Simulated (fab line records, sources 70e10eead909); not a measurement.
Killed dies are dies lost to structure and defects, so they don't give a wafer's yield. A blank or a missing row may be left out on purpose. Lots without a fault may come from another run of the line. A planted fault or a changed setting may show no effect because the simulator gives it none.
Chamber matching | flow nand_harc | NHARC_A_STAIRCASE_DEP_301 on pecvd-01: 3 sister chambers
The step deposits SiON, target thk 30 nm. 6 wafers are shown with their chamber, then 11 later ones without.

WAFERS WITH THEIR CHAMBER
wafer  | chamber | heater_power_w (W) | heater_power_outer_w (W)
L080.3 | 1       | 862                | 497
L081.6 | 2       | 582                | 395
L084.1 | 0       | 934                | 551
L084.4 | 1       | 822                | 485
L084.6 | 0       | 958                | 559
L086.1 | 2       | 501                | 316

WAFERS WITHOUT THEIR CHAMBER
wafer  | heater_power_w (W) | heater_power_outer_w (W)
L086.2 | 801                | 463
L086.4 | 502                | 321
L085.1 | 878                | 517
L085.3 | 1000               | 584
L085.6 | 504                | 321
L090.1 | 998                | 572
L090.3 | 597                | 398
L090.6 | 756                | 441
L096.3 | 509                | 325
L096.4 | 796                | 452
L096.5 | 804                | 454

WHICH CHAMBER EACH WENT THROUGH
wafer  | from the rows above     | in truth
L086.2 | 1                       | 1
L086.4 | 2                       | 2
L085.1 | can't be placed: 1 or 0 | 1
L085.3 | 0                       | 0
L085.6 | 2                       | 2
L090.1 | 0                       | 0
L090.3 | 2                       | 2
L090.6 | 1                       | 1
L096.3 | 2                       | 2
L096.4 | 1                       | 1
L096.5 | 1                       | 1
Placed correctly: 10 of 11. Can't be placed from these rows: 1 (the true chamber is among the candidates in 1). Placed wrongly: 0.
How it was worked out, from the rows above alone: a wafer's distance from a chamber is the root of the sum, over the readings, of the square of ((its reading less the chamber's mean) divided by the reading's scatter). The wafer belongs to the nearest chamber; if the next one is less than 2 further off, it can't be placed. A chamber's mean is the mean of its shown wafers. The scatter: the root of (the sum of the squares of (reading less its chamber's mean) over the shown wafers, divided by (wafers less chambers)).
